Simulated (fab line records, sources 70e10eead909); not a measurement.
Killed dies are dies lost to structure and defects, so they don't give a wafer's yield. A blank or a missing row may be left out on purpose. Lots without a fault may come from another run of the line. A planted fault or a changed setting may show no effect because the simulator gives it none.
fab line records | flow nand_harc
record lots=23 wafers=69 last_day=34
route steps=1302 shown A_STAIRCASE@701
lots that met no fault: from a run of the same line without faults
start_h: hours from the record's first day to the start of the lot's first wafer shown | wait_h: hours since the lot's step before | " the same as in the row above | L1.1+2: a row that stands for several wafers | - no value, or no start given | * or withheld: withheld | < > ~ a bound
route shown NAME@n: a module of which the file shows steps, and the number in the route of the first | usual: mean/standard deviation of fault-free wafers | same: alike in all rows | chamber/n: place in a boat | sites: the reading at each site | _std_site: their standard deviation | _edge_site: outer sites' mean less inner sites' | radius_mm: how far each site lies from the wafer's centre | mask NAME#n: copy n | behind: the tool/chamber that last shaped the wafer | hold: why the lot was held/for how many hours/how that ended | device: the transistor (n, p or np) that didn't switch | end of line: the same wafers' tests at the end of the route | a step without rows: its recipe alone | killed: dies lost to structure and defects at the first sort, not the wafer's yield | map: a wafer's dies, x killed, . not, _ none there
set.NAME: the setting as run; set.NAME@STEP: as run at that earlier step | model.NAME: the simulator's own value behind a step, which no gauge read
steps of the route over a sample of lots; a table a step, a row a wafer
services: from which hour (start_h, from the record's first day; less than 0 if before it) a tool's chamber was out of use, for how many hours, and why
## steps
# step NHARC_A_STAIRCASE_TRIM_187
# recipe time_s=211.2 o2_flow_sccm=500 ar_flow_sccm=0 bias_w=0 chemistry=O2
# usual drypump_motor_current_A=5.9/0.42 oes_product_au=1.001/0.0078 rf_vpp_V=57.8/0.92 showerhead_plenum_p_Torr=3.56/0.18 throttle_valve_pct=17.037/0.0091
# same time_s=211.2
# columns lot.wafer tool chamber start_h wait_h drypump_motor_current_A oes_product_au rf_hours_counter_h rf_vpp_V showerhead_plenum_p_Torr throttle_valve_pct
L074.2 rie_diel-13 0 371.73 0.1 5.4 0.990 9 58.8 3.80 17.053
L074.3 " 2 " " 6.2 1.005 7 56.7 3.63 17.038
L074.6 " 0 " " 5.4 1.002 - 57.9 3.80 17.045
L076.3 rie_diel-01 0 381.55 0.1 5.3 1.000 51 58.5 3.78 17.040
L076.2 " 2 " " 5.8 0.993 55 58.5 3.72 17.038
L076.4 " 3 " " 6.6 0.987 54 58.6 3.40 17.033
L077.4 rie_diel-13 0 381.94 0.1 5.5 1.011 12 58.4 3.80 17.033
L077.6 " 0 " " 5.4 1.008 - 56.9 3.80 17.057
L077.5 " 1 " " 5.6 1.004 - 57.7 3.42 17.039
L075.3 rie_diel-13 3 382.14 0.1 6.3 1.014 6 57.9 3.65 17.040
L075.5 " 2 " " 6.2 1.003 - 57.1 3.63 17.016
L075.6 " 3 " " 6.3 1.019 - 58.1 3.65 17.042
L078.3 rie_diel-06 0 392.53 0.1 6.5 1.000 25 58.4 3.64 17.021
L078.2 " 1 " " 5.9 1.003 26 57.2 3.30 17.034
L078.1 " 3 " " 5.4 1.007 29 57.8 3.40 17.038
L079.4 rie_diel-13 1 402.70 0.1 5.6 0.991 18 57.7 3.42 17.031
L079.1 " 2 " " 6.3 0.991 18 57.8 3.63 17.018
L079.3 " 3 " " 6.3 1.008 16 57.5 3.65 17.034
L080.2 rie_diel-01 3 417.85 0.1 6.5 1.003 11 59.3 3.40 17.050
L080.4 " 0 " " 5.4 0.999 12 57.6 3.77 17.045
L080.6 " 2 " " 5.8 1.002 - 59.5 3.71 17.053
L081.2 rie_diel-06 0 423.73 0.1 6.5 1.007 37 58.2 3.63 17.048
L081.3 " 2 " " 5.3 1.009 42 58.1 3.38 17.030
L081.5 " 0 " " 6.5 1.015 - 58.4 3.63 17.029
L082.1 rie_diel-13 1 430.90 0.1 5.6 0.998 30 58.7 3.41 17.030
L082.2 " 2 " " 6.3 0.994 28 58.4 3.62 17.050
L082.5 " 3 " " 6.3 1.003 - 57.1 3.64 17.022
L083.4 rie_diel-01 2 440.39 0.6 5.8 0.993 14 58.1 3.71 17.048
L083.2 " 1 " " 5.6 0.999 14 57.0 3.30 17.052
L083.5 " 2 " " 5.8 0.991 - 58.0 3.71 17.045
L085.2 rie_diel-13 2 460.92 0.1 6.2 1.007 38 57.9 3.61 17.034
L085.3 " 0 " " 5.4 1.011 42 59.1 3.78 17.026
L085.4 " 1 " " 5.6 1.002 38 58.2 3.41 17.041
L086.3 rie_diel-13 1 475.16 0.1 5.6 1.014 42 56.7 3.41 17.038
L086.4 " 2 " " 6.2 1.001 42 57.7 3.61 17.038
L086.6 " 0 " " 5.4 1.009 - 58.9 3.78 17.031
L087.3 rie_diel-06 0 482.32 0.1 6.5 1.010 56 57.8 3.62 17.039
L087.4 " 3 " " 5.4 1.013 58 58.2 3.38 17.046
L087.6 " 0 " " 6.5 1.012 - 58.1 3.62 17.039
L088.3 rie_diel-01 0 502.17 0.3 5.4 0.997 36 58.3 3.76 17.045
L088.4 " 2 " " 5.8 1.005 33 58.2 3.70 17.060
L088.6 " 0 " " 5.3 1.002 - 58.4 3.76 17.038
L089.1 rie_diel-13 0 505.14 0.1 5.4 1.007 60 57.6 3.77 17.043
L089.2 " 1 " " 5.6 0.993 55 56.3 3.40 17.049
L089.6 " 3 " " 6.3 1.003 - 57.3 3.63 17.043
L090.3 rie_diel-01 1 517.37 0.1 5.6 0.999 39 57.0 3.29 17.037
L090.2 " 0 " " 5.4 0.993 40 57.3 3.76 17.026
L090.5 " 2 " " 5.8 0.987 - 57.3 3.70 17.048
L091.3 rie_diel-01 3 519.19 0.1 6.6 1.003 36 57.1 3.38 17.043
L091.4 " 0 " " 5.4 0.994 40 58.7 3.76 17.031
L091.6 " 2 " " 5.8 1.002 - 58.1 3.70 17.041
L093.4 rie_diel-06 3 547.60 0.1 5.4 1.011 16 58.7 3.37 17.034
L093.6 " 2 " " 5.3 0.995 - 58.0 3.36 17.028
L093.5 " 3 " " 5.4 1.010 - 57.6 3.37 17.044
L092.4 rie_diel-01 2 552.00 0.1 5.8 1.001 47 57.5 3.69 17.034
L092.5 " 1 " " 5.6 1.013 - 56.4 3.28 17.049
L092.6 " 2 " " 5.8 1.001 - 59.0 3.69 17.045
L094.4 rie_diel-06 0 565.77 0.1 6.5 1.005 22 58.5 3.61 17.036
L094.1 " 1 " " 5.9 1.004 27 58.0 3.79 17.024
L094.2 " 2 " " 5.3 1.004 27 57.1 3.35 17.046
L096.3 rie_diel-01 0 582.38 0.1 5.4 0.986 3 58.1 3.74 17.022
L096.2 " 1 " " 5.6 0.985 4 58.0 3.81 17.035
L096.5 " 2 " " 5.8 0.986 - 58.4 3.69 17.025
L095.2 rie_diel-01 3 585.42 0.1 6.6 1.010 6 58.1 3.37 17.030
L095.6 " 3 " " 6.6 1.007 - 58.2 3.37 17.036
L095.5 " 0 " " 5.4 1.003 - 57.8 3.74 17.030
L097.1 rie_diel-01 1 598.75 0.1 5.6 0.992 8 58.6 3.80 17.022
L097.2 " 2 " " 5.7 1.000 10 57.3 3.69 17.053
L097.5 " 0 " " 5.4 0.987 - 57.7 3.74 17.026
# step NHARC_A_STAIRCASE_TRIM_191
# recipe time_s=211.2 o2_flow_sccm=500 ar_flow_sccm=0 bias_w=0 chemistry=O2
# usual drypump_motor_current_A=5.8/0.43 oes_product_au=1.000/0.0077 rf_vpp_V=57.9/0.88 showerhead_plenum_p_Torr=3.57/0.18 throttle_valve_pct=17.038/0.0095
# same time_s=211.2
# columns lot.wafer tool chamber start_h wait_h drypump_motor_current_A oes_product_au rf_hours_counter_h rf_vpp_V showerhead_plenum_p_Torr throttle_valve_pct
L074.3 rie_diel-13 3 - - 6.3 1.014 3 57.8 3.65 17.038
L074.2 " 0 " " 5.4 1.007 9 58.4 3.80 17.041
L074.6 " 0 " " 5.5 1.008 - 59.5 3.80 17.037
L076.3 rie_diel-01 0 - - 5.4 1.007 51 58.2 3.78 17.037
L076.2 " 1 " " 5.6 1.000 53 57.2 3.31 17.038
L076.4 " 3 " " 6.5 0.999 54 56.5 3.40 17.049
L077.4 rie_diel-13 1 - - 5.6 1.003 11 57.7 3.42 17.045
L077.5 " 3 " " 6.3 1.016 - 59.6 3.65 17.035
L077.6 " 0 " " 5.4 0.998 - 57.8 3.80 17.038
L075.3 rie_diel-13 2 - - 6.3 0.991 10 58.0 3.63 17.027
L075.5 " 3 " " 6.3 0.999 - 58.1 3.65 17.036
L075.6 " 0 " " 5.4 1.003 - 58.0 3.80 17.043
L078.1 rie_diel-06 2 - - 5.3 1.006 30 57.0 3.39 17.042
L078.2 " 3 " " 5.4 1.008 30 58.6 3.40 17.030
L078.3 " 0 " " 6.5 1.003 25 57.7 3.64 17.067
L079.4 rie_diel-13 1 - - 5.6 0.993 19 57.6 3.42 17.047
L079.1 " 2 " " 6.2 1.006 18 59.4 3.63 17.048
L079.3 " 3 " " 6.3 0.996 16 57.3 3.65 17.035
L080.2 rie_diel-01 3 - - 6.5 1.008 12 58.7 3.40 17.034
L080.4 " 1 " " 5.6 0.992 10 57.8 3.30 17.057
L080.6 " 3 " " 6.5 1.012 - 57.5 3.40 17.035
L081.3 rie_diel-06 0 - - 6.5 0.993 37 56.7 3.63 17.049
L081.2 " 1 " " 5.9 0.991 37 56.5 3.30 17.030
L081.5 " 3 " " 5.4 1.015 - 58.1 3.39 17.033
L082.1 rie_diel-13 0 - - 5.4 1.013 34 58.2 3.79 17.032
L082.2 " 1 " " 5.6 1.005 30 56.8 3.41 17.054
L082.5 " 1 " " 5.6 1.000 - 56.8 3.41 17.036
L083.4 rie_diel-01 2 - - 5.8 1.001 14 58.6 3.71 17.027
L083.2 " 3 " " 6.6 1.018 17 57.2 3.39 17.061
L083.5 " 1 " " 5.6 1.004 - 57.8 3.30 17.039
L085.2 rie_diel-13 0 - - 5.5 0.996 42 57.8 3.78 17.022
L085.3 " 1 " " 5.7 1.001 38 58.1 3.41 17.025
L085.4 " 2 " " 6.2 0.990 38 57.1 3.61 17.033
L086.4 rie_diel-13 0 - - 5.4 1.002 48 59.2 3.78 17.035
L086.3 " 1 " " 5.6 0.985 42 58.0 3.40 17.045
L086.6 " 0 " " 5.4 1.003 - 57.7 3.78 17.029
L087.4 rie_diel-06 0 - - 6.5 1.004 56 56.8 3.62 17.035
L087.3 " 3 " " 5.4 1.006 58 57.9 3.38 17.050
L087.6 " 1 " " 5.9 0.993 - 56.2 3.29 17.049
L088.4 rie_diel-01 0 - - 5.4 0.978 36 58.0 3.76 17.048
L088.3 " 1 " " 5.6 0.997 36 56.4 3.29 17.041
L088.6 " 3 " " 6.6 1.005 - 56.6 3.39 17.037
L089.2 rie_diel-13 0 - - 5.4 0.995 60 58.2 3.77 17.044
L089.1 " 1 " " 5.6 0.988 55 58.3 3.40 17.050
L089.6 " 1 " " 5.7 0.982 - 56.7 3.40 17.024
L090.3 rie_diel-01 2 - - 5.7 0.995 36 58.4 3.70 17.036
L090.2 " 3 " " 6.6 0.999 36 57.9 3.38 17.034
L090.5 " 2 " " 5.8 0.989 - 58.0 3.70 17.026
L091.3 rie_diel-01 0 - - 5.4 0.990 40 58.7 3.75 17.048
L091.4 " 2 " " 5.8 0.995 37 57.9 3.70 17.038
L091.6 " 1 " " 5.6 0.990 - 58.0 3.29 17.036
L093.4 rie_diel-06 0 - - 6.5 1.005 18 58.2 3.61 17.031
L093.5 " 1 " " 6.0 0.997 - 59.5 3.79 17.036
L093.6 " 2 " " 5.3 1.003 - 58.3 3.36 17.033
L092.4 rie_diel-01 1 - - 5.6 0.998 50 57.7 3.28 17.034
L092.5 " 2 " " 5.8 0.987 - 57.8 3.69 17.050
L092.6 " 3 " " 6.5 1.006 - 56.8 3.38 17.038
L094.2 rie_diel-06 3 - - 5.4 1.007 20 57.9 3.37 17.028
L094.4 " 0 " " 6.5 1.008 22 58.7 3.61 17.027
L094.1 " 2 " " 5.3 0.997 27 57.2 3.35 17.036
L096.2 rie_diel-01 0 - - 5.4 0.991 4 58.5 3.74 17.014
L096.3 " 3 " " 6.5 1.002 6 58.2 3.37 17.045
L096.5 " 0 " " 5.4 0.984 - 57.7 3.74 17.027
L095.2 rie_diel-01 3 - - 6.6 1.002 6 58.4 3.37 17.038
L095.6 " 1 " " 5.6 0.989 - 58.3 3.81 17.047
L095.5 " 2 " " 5.8 0.999 - 59.2 3.69 17.020
L097.2 rie_diel-01 2 - - 5.8 1.006 10 59.0 3.69 17.037
L097.1 " 0 " " 5.4 0.998 10 58.7 3.74 17.039
L097.5 " 2 " " 5.7 1.007 - 58.5 3.69 17.017
# step NHARC_A_STAIRCASE_TRIM_220
# recipe time_s=211.2 o2_flow_sccm=500 ar_flow_sccm=0 bias_w=0 chemistry=O2
# usual drypump_motor_current_A=5.8/0.44 oes_product_au=1.003/0.0091 rf_vpp_V=57.8/0.92 showerhead_plenum_p_Torr=3.54/0.18 throttle_valve_pct=17.035/0.0089
# same time_s=211.2
# columns lot.wafer tool chamber start_h wait_h drypump_motor_current_A oes_product_au rf_hours_counter_h rf_vpp_V showerhead_plenum_p_Torr throttle_valve_pct
L074.2 rie_diel-06 0 375.48 0.1 6.5 1.000 18 57.8 3.64 17.038
L074.3 " 1 " " 5.9 1.000 18 58.0 3.31 17.037
L074.6 " 3 " " 5.4 1.018 - 59.0 3.40 17.038
L076.2 rie_diel-06 1 385.67 0.1 5.9 1.017 24 56.4 3.31 17.028
L076.4 " 2 " " 5.3 1.014 28 59.4 3.39 17.039
L076.3 " 3 " " 5.4 1.021 27 58.3 3.40 17.028
L077.6 rie_diel-13 3 386.14 0.1 6.3 1.013 - 58.7 3.65 17.049
L077.5 " 0 " " 5.4 1.001 - 57.8 3.80 17.024
L077.4 " 2 " " 6.2 1.013 - 58.3 3.63 17.025
L075.3 rie_diel-06 3 386.40 0.1 5.4 1.023 27 57.2 3.40 17.035
L075.5 " 1 " " 5.9 1.012 - 58.4 3.31 17.025
L075.6 " 2 " " 5.3 1.020 - 57.9 3.39 17.048
L078.2 rie_diel-06 3 398.20 0.1 5.3 1.014 34 57.6 3.39 17.026
L078.3 " 0 " " 6.5 1.012 28 59.6 3.63 17.026
L078.1 " 1 " " 5.9 1.007 29 55.8 3.30 17.041
L079.3 rie_diel-01 2 407.12 0.1 5.8 0.983 6 58.1 3.72 17.017
L079.4 " 3 " " 6.6 1.003 6 58.8 3.40 17.030
L079.1 " 1 " " 5.6 1.006 7 57.6 3.30 17.041
L080.2 rie_diel-01 2 421.55 0.1 5.8 0.999 10 58.7 3.71 17.022
L080.4 " 0 " " 5.4 1.003 13 58.7 3.77 17.051
L080.6 " 1 " " 5.6 1.000 - 56.6 3.30 17.044
L081.3 rie_diel-13 0 427.39 0.1 5.4 1.006 33 57.3 3.79 17.026
L081.2 " 1 " " 5.6 0.990 28 57.2 3.41 17.032
L081.5 " 0 " " 5.4 1.008 - 56.8 3.79 17.029
L082.2 rie_diel-13 2 434.57 0.1 6.3 1.014 29 57.5 3.62 17.034
L082.1 " 0 " " 5.4 1.011 34 57.7 3.79 17.050
L082.5 " 2 " " 6.3 1.003 - 58.7 3.62 17.019
L083.4 rie_diel-01 0 444.09 0.1 5.3 0.990 18 58.1 3.77 17.047
L083.2 " 1 " " 5.6 0.997 15 57.8 3.30 17.034
L083.5 " 3 " " 6.6 0.994 - 57.8 3.39 17.045
L085.2 rie_diel-06 3 464.83 0.1 5.4 1.028 53 56.9 3.38 17.026
L085.4 " 1 " " 5.9 1.017 53 58.8 3.29 17.037
L085.3 " 2 " " 5.3 1.021 55 58.1 3.37 17.038
L086.4 rie_diel-06 0 478.70 0.1 6.5 0.998 54 57.3 3.62 17.031
L086.3 " 2 " " 5.3 1.002 60 59.0 3.37 17.039
L086.6 " 1 " " 5.9 1.004 - 57.6 3.29 17.050
L087.4 rie_diel-13 0 485.88 0.1 5.4 0.999 51 58.6 3.78 17.050
L087.3 " 1 " " 5.6 0.995 45 59.6 3.40 17.030
L087.6 " 0 " " 5.4 0.993 - 57.7 3.78 17.041
L088.3 rie_diel-13 3 505.89 0.1 6.3 1.004 53 57.4 3.62 17.041
L088.4 " 2 " " 6.2 1.003 54 58.7 3.61 17.041
L088.6 " 3 " " 6.3 1.011 - 58.6 3.63 17.034
L089.1 rie_diel-01 0 509.01 0.1 5.3 1.001 38 58.0 3.76 17.040
L089.2 " 2 " " 5.8 0.988 35 58.5 3.70 17.028
L089.6 " 0 " " 5.3 0.998 - 59.6 3.76 17.031
L090.2 rie_diel-01 2 521.15 0.1 5.8 0.993 38 59.1 3.70 17.031
L090.3 " 1 " " 5.6 0.998 40 57.3 3.29 17.025
L090.5 " 3 " " 6.5 0.996 - 58.0 3.38 17.044
L091.4 rie_diel-01 0 523.69 0.1 5.4 0.994 42 58.0 3.75 17.044
L091.3 " 1 " " 5.6 0.989 41 55.6 3.29 17.031
L091.6 " 0 " " 5.4 0.994 - 57.9 3.75 17.017
L093.4 rie_diel-13 0 551.40 0.1 5.4 0.997 11 58.4 3.76 17.037
L093.6 " 0 " " 5.4 1.004 - 58.4 3.76 17.047
L093.5 " 1 " " 5.6 1.000 - 56.9 3.39 17.018
L092.4 rie_diel-01 0 555.58 0.1 5.3 0.989 54 58.4 3.75 17.027
L092.5 " 2 " " 5.8 0.994 - 58.5 3.69 17.015
L092.6 " 3 " " 6.6 1.004 - 56.9 3.38 17.030
L094.2 rie_diel-06 3 572.74 0.1 5.4 0.996 24 57.3 3.37 17.026
L094.4 " 0 " " 6.5 0.997 26 57.2 3.60 17.044
L094.1 " 1 " " 6.0 1.005 29 57.3 3.79 17.035
L096.3 rie_diel-01 0 586.07 0.1 5.4 0.987 4 59.4 3.74 17.053
L096.2 " 2 " " 5.7 0.991 7 59.0 3.69 17.044
L096.5 " 0 " " 5.4 0.991 - 57.5 3.74 17.044
L095.2 rie_diel-13 0 589.62 0.1 5.4 1.009 23 57.8 3.76 17.035
L095.5 " 1 " " 5.6 1.010 - 56.6 3.38 17.043
L095.6 " 2 " " 6.2 0.998 - 56.9 3.59 17.030
L097.1 rie_diel-06 2 602.28 0.1 5.3 1.005 39 58.8 3.35 17.044
L097.2 " 1 " " 6.0 1.000 39 58.3 3.79 17.040
L097.5 " 2 " " 5.3 1.009 - 56.9 3.35 17.054
# step NHARC_A_STAIRCASE_ETCH_223
# recipe target_depth_a=1000 time_s=40.5 ion_energy_ev=400 c4f8_flow_sccm=20 o2_flow_sccm=10 ar_flow_sccm=withheld rf_w=600 bias_w=1000 chemistry=C4F8/O2
# usual oes_product_au=0.944/0.01 rf_vpp_V=896/6.4
# same time_s=40.5
# columns lot.wafer tool chamber start_h wait_h oes_product_au rf_hours_counter_h rf_vpp_V
L074.2 rie_diel-06 0 - - 0.957 18 899
L074.3 " 3 " " 0.958 22 891
L074.6 " 0 " " 0.956 - 901
L076.4 rie_diel-06 2 - - 0.944 28 891
L076.3 " 3 " " 0.943 27 892
L076.2 " 0 " " 0.931 23 900
L077.6 rie_diel-13 2 - - 0.944 - 899
L077.4 " 3 " " 0.938 - 901
L077.5 " 0 " " 0.939 - 905
L075.3 rie_diel-06 0 - - 0.938 23 901
L075.6 " 1 " " 0.946 - 888
L075.5 " 2 " " 0.953 - 891
L078.2 rie_diel-06 2 - - 0.952 35 891
L078.3 " 0 " " 0.950 28 899
L078.1 " 1 " " 0.950 29 887
L079.1 rie_diel-01 1 - - 0.950 7 888
L079.3 " 2 " " 0.932 7 903
L079.4 " 3 " " 0.939 6 891
L080.4 rie_diel-01 1 - - 0.926 11 888
L080.2 " 2 " " 0.929 11 903
L080.6 " 0 " " 0.920 - 905
L081.3 rie_diel-13 3 - - 0.937 25 901
L081.2 " 0 " " 0.934 33 905
L081.5 " 2 " " 0.933 - 899
L082.2 rie_diel-13 0 - - 0.957 34 905
L082.1 " 1 " " 0.946 30 891
L082.5 " 3 " " 0.946 - 900
L083.4 rie_diel-01 2 - - 0.955 14 902
L083.2 " 3 " " 0.943 17 892
L083.5 " 2 " " 0.941 - 903
L085.4 rie_diel-06 1 - - 0.942 53 887
L085.2 " 2 " " 0.934 56 890
L085.3 " 0 " " 0.952 51 900
L086.4 rie_diel-06 0 - - 0.955 55 899
L086.3 " 1 " " 0.940 57 887
L086.6 " 0 " " 0.954 - 898
L087.4 rie_diel-13 0 - - 0.943 51 905
L087.3 " 2 " " 0.959 45 899
L087.6 " 0 " " 0.946 - 904
L088.3 rie_diel-13 1 - - 0.941 55 891
L088.4 " 2 " " 0.926 54 896
L088.6 " 0 " " 0.933 - 902
L089.1 rie_diel-01 0 - - 0.932 38 905
L089.2 " 1 " " 0.929 37 889
L089.6 " 3 " " 0.955 - 890
L090.2 rie_diel-01 2 - - 0.925 38 903
L090.3 " 3 " " 0.947 38 891
L090.5 " 1 " " 0.935 - 888
L091.4 rie_diel-01 3 - - 0.972 38 890
L091.3 " 1 " " 0.940 41 887
L091.6 " 3 " " 0.965 - 891
L093.4 rie_diel-13 0 - - 0.959 11 904
L093.6 " 0 " " 0.965 - 905
L093.5 " 1 " " 0.940 - 891
L092.4 rie_diel-01 3 - - 0.949 50 890
L092.6 " 2 " " 0.948 - 901
L092.5 " 3 " " 0.937 - 890
L094.4 rie_diel-06 3 - - 0.950 24 890
L094.1 " 1 " " 0.934 29 904
L094.2 " 2 " " 0.947 29 890
L096.2 rie_diel-01 3 - - 0.947 7 890
L096.3 " 0 " " 0.937 5 903
L096.5 " 1 " " 0.936 - 907
L095.2 rie_diel-13 1 - - 0.944 24 891
L095.5 " 2 " " 0.943 - 900
L095.6 " 3 " " 0.956 - 899
L097.2 rie_diel-06 1 - - 0.960 39 904
L097.1 " 2 " " 0.942 40 889
L097.5 " 0 " " 0.961 - 897
# step NHARC_A_STAIRCASE_ETCH_227
# recipe target_depth_a=1000 time_s=40.5 ion_energy_ev=400 c4f8_flow_sccm=20 o2_flow_sccm=10 ar_flow_sccm=withheld rf_w=600 bias_w=1000 chemistry=C4F8/O2
# usual oes_product_au=0.945/0.012 rf_vpp_V=896/6.4
# same time_s=40.5
# columns lot.wafer tool chamber start_h wait_h oes_product_au rf_hours_counter_h rf_vpp_V
L074.2 rie_diel-06 2 - - 0.970 22 891
L074.3 " 0 " " 0.945 19 899
L074.6 " 3 " " 0.953 - 892
L076.4 rie_diel-06 2 - - 0.948 28 891
L076.2 " 3 " " 0.946 27 891
L076.3 " 0 " " 0.954 23 900
L077.4 rie_diel-13 2 - - 0.933 12 900
L077.6 " 1 " " 0.998 - 891
L077.5 " 2 " " 0.941 - 900
L075.3 rie_diel-06 3 - - 0.944 28 892
L075.6 " 2 " " 0.948 - 890
L075.5 " 3 " " 0.947 - 892
L078.1 rie_diel-06 0 - - 0.946 28 899
L078.2 " 1 " " 0.943 29 887
L078.3 " 2 " " 0.955 35 889
L079.1 rie_diel-01 2 - - 0.945 7 902
L079.3 " 3 " " 0.939 7 890
L079.4 " 1 " " 0.943 7 889
L080.2 rie_diel-01 2 - - 0.942 11 903
L080.4 " 1 " " 0.924 12 889
L080.6 " 3 " " 0.954 - 893
L081.2 rie_diel-13 3 - - 0.929 25 900
L081.3 " 1 " " 0.940 29 892
L081.5 " 0 " " 0.942 - 906
L082.2 rie_diel-13 0 - - 0.953 35 905
L082.1 " 1 " " 0.945 31 892
L082.5 " 0 " " 0.953 - 906
L083.4 rie_diel-01 2 - - 0.945 15 902
L083.2 " 1 " " 0.938 15 889
L083.5 " 2 " " 0.947 - 901
L085.2 rie_diel-06 0 - - 0.948 51 899
L085.3 " 2 " " 0.946 56 889
L085.4 " 3 " " 0.949 54 890
L086.3 rie_diel-06 3 - - 0.972 58 890
L086.4 " 0 " " 0.947 55 897
L086.6 " 0 " " 0.947 - 900
L087.3 rie_diel-13 0 - - 0.940 52 904
L087.4 " 2 " " 0.950 45 900
L087.6 " 3 " " 0.933 - 899
L088.3 rie_diel-13 3 - - 0.946 54 900
L088.4 " 2 " " 0.949 55 899
L088.6 " 0 " " 0.966 - 905
L089.2 rie_diel-01 0 - - 0.927 39 905
L089.1 " 3 " " 0.935 35 891
L089.6 " 0 " " 0.931 - 903
L090.2 rie_diel-01 2 - - 0.946 39 902
L090.3 " 3 " " 0.936 38 891
L090.5 " 0 " " 0.932 - 904
L091.4 rie_diel-01 1 - - 0.951 41 887
L091.3 " 2 " " 0.937 39 902
L091.6 " 2 " " 0.914 - 901
L093.4 rie_diel-13 1 - - 0.935 12 891
L093.6 " 0 " " 0.939 - 904
L093.5 " 1 " " 0.917 - 891
L092.4 rie_diel-01 3 - - 0.959 50 890
L092.5 " 2 " " 0.949 - 903
L092.6 " 3 " " 0.939 - 888
L094.4 rie_diel-06 3 - - 0.958 24 892
L094.2 " 0 " " 0.952 26 897
L094.1 " 1 " " 0.932 30 906
L096.3 rie_diel-01 0 - - 0.939 5 903
L096.2 " 1 " " 0.935 5 906
L096.5 " 0 " " 0.946 - 903
L095.2 rie_diel-13 3 - - 0.953 13 899
L095.5 " 0 " " 0.951 - 903
L095.6 " 1 " " 0.937 - 890
L097.2 rie_diel-06 0 - - 0.957 33 899
L097.1 " 1 " " 0.941 39 905
L097.5 " 3 " " 0.964 - 889
# step NHARC_A_STAIRCASE_STRIP_254
# recipe power_w=1500 temp_c=250 chemistry=O2
# usual drypump_motor_current_A=5.8/0.34 heater_power_w=346/42 temp_c=250.01/0.17
# columns lot.wafer tool chamber start_h wait_h drypump_motor_current_A heater_power_w rf_hours_counter_h temp_c
L074.2 plasma_asher-01 1 379.26 - 5.8 320 2 250.10
L074.3 " 1 " " 5.7 328 - 250.08
L074.6 " 0 " " 5.4 295 - 250.14
L076.2 plasma_asher-01 0 389.77 - 5.4 305 3 250.03
L076.3 " 1 " " 5.8 323 - 250.02
L076.4 " 0 " " 5.4 302 - 249.80
L077.4 plasma_asher-01 1 391.71 - 5.8 328 - 249.88
L077.5 " 0 " " 5.4 299 - 249.66
L077.6 " 1 " " 5.7 332 - 250.15
L075.3 plasma_asher-02 0 391.96 - 6.3 408 - 250.12
L075.6 " 0 " " 6.3 414 - 250.15
L075.5 " 1 " " 5.9 346 - 250.05
L078.1 plasma_asher-02 0 401.98 - 6.3 408 25 249.89
L078.2 " 1 " " 5.9 351 25 249.88
L078.3 " 0 " " 6.3 423 - 249.91
L079.1 plasma_asher-01 1 413.53 - 5.8 324 12 250.36
L079.4 " 0 " " 5.4 305 - 250.10
L079.3 " 1 " " 5.8 328 - 250.11
L080.2 plasma_asher-01 1 425.72 - 5.8 318 15 249.89
L080.4 " 1 " " 5.8 319 - 250.05
L080.6 " 0 " " 5.4 304 - 249.81
L081.2 plasma_asher-01 1 431.55 - 5.8 327 16 249.63
L081.3 " 1 " " 5.8 327 - 249.68
L081.5 " 1 " " 5.7 331 - 249.81
L082.1 plasma_asher-02 0 438.34 - 6.3 407 1 249.80
L082.2 " 1 " " 5.9 352 1 250.09
L082.5 " 0 " " 6.3 405 - 249.98
L083.2 plasma_asher-02 0 447.92 - 6.3 402 3 250.02
L083.4 " 1 " " 5.9 348 - 249.92
L083.5 " 1 " " 5.9 352 - 249.94
L085.2 plasma_asher-01 1 468.67 - 5.8 319 24 249.96
L085.4 " 0 " " 5.4 295 - 250.11
L085.3 " 1 " " 5.8 325 - 250.31
L086.3 plasma_asher-01 0 482.58 - 5.4 295 - 250.00
L086.4 " 1 " " 5.8 319 - 250.10
L086.6 " 0 " " 5.4 298 - 249.99
L087.4 plasma_asher-01 1 489.78 - 5.8 322 - 249.78
L087.3 " 0 " " 5.4 302 - 250.24
L087.6 " 0 " " 5.4 302 - 249.97
L088.4 plasma_asher-02 1 509.86 - 5.9 352 - 250.11
L088.3 " 0 " " 6.3 413 - 249.80
L088.6 " 1 " " 5.9 350 - 249.93
L089.1 plasma_asher-01 1 512.93 - 5.8 326 31 249.93
L089.2 " 0 " " 5.3 300 31 249.79
L089.6 " 0 " " 5.3 302 - 249.99
L090.2 plasma_asher-02 1 526.17 - 5.9 350 21 249.64
L090.3 " 0 " " 6.3 405 - 250.21
L090.5 " 1 " " 5.9 358 - 249.84
L091.4 plasma_asher-02 0 527.63 - 6.3 410 - 250.09
L091.3 " 1 " " 5.9 339 - 250.34
L091.6 " 1 " " 5.9 345 - 250.02
L093.4 plasma_asher-02 1 555.80 - 5.9 359 - 249.81
L093.6 " 0 " " 6.3 424 - 250.25
L093.5 " 1 " " 5.9 349 - 250.11
L092.4 plasma_asher-02 0 559.41 - 6.3 403 - 250.29
L092.6 " 0 " " 6.3 411 - 250.00
L092.5 " 1 " " 5.9 348 - 249.88
L094.2 plasma_asher-02 1 577.75 - 5.9 350 30 250.05
L094.1 " 0 " " 6.3 410 30 249.86
L094.4 " 1 " " 5.9 340 - 250.30
L096.2 plasma_asher-02 1 590.20 - 5.9 354 32 250.09
L096.3 " 0 " " 6.3 406 - 250.31
L096.5 " 0 " " 6.3 411 - 249.86
L095.2 plasma_asher-02 1 593.45 - 5.9 351 33 250.29
L095.5 " 0 " " 6.3 409 - 250.10
L095.6 " 1 " " 5.9 352 - 250.23
L097.2 plasma_asher-01 1 605.94 - 5.8 304 14 250.51
L097.1 " 0 " " 5.4 292 14 249.78
L097.5 " 1 " " 5.8 309 - 250.16
## services
# columns tool chamber start_h hours kind
rie_diel-01 3 352.24 8.4 repair
rie_diel-01 0 361.44 - clean
rie_diel-01 1 361.44 - clean
rie_diel-01 2 361.44 - clean
rie_diel-01 3 361.44 - clean
rie_diel-01 - 382.39 9.0 pm
rie_diel-01 0 382.39 9.0 vent_cycle
rie_diel-01 1 382.39 9.0 vent_cycle
rie_diel-01 2 382.39 9.0 vent_cycle
rie_diel-01 3 382.39 9.0 vent_cycle
rie_diel-13 1 384.78 2.4 repair
rie_diel-01 0 391.39 - clean
plasma_asher-02 - 393.12 1.4 repair
rie_diel-06 - 419.89 0.2 repair
plasma_asher-02 - 426.12 9.0 pm
rie_diel-01 3 481.29 5.7 repair
rie_diel-06 - 484.56 9.0 pm
plasma_asher-02 - 491.92 1.8 repair
rie_diel-06 3 493.93 7.9 repair
rie_diel-13 - 519.00 9.0 pm
plasma_asher-01 - 519.30 9.0 pm
rie_diel-13 3 528.26 14.9 repair
rie_diel-01 - 559.39 9.0 pm
plasma_asher-02 - 603.13 9.0 pm
## key
fault none
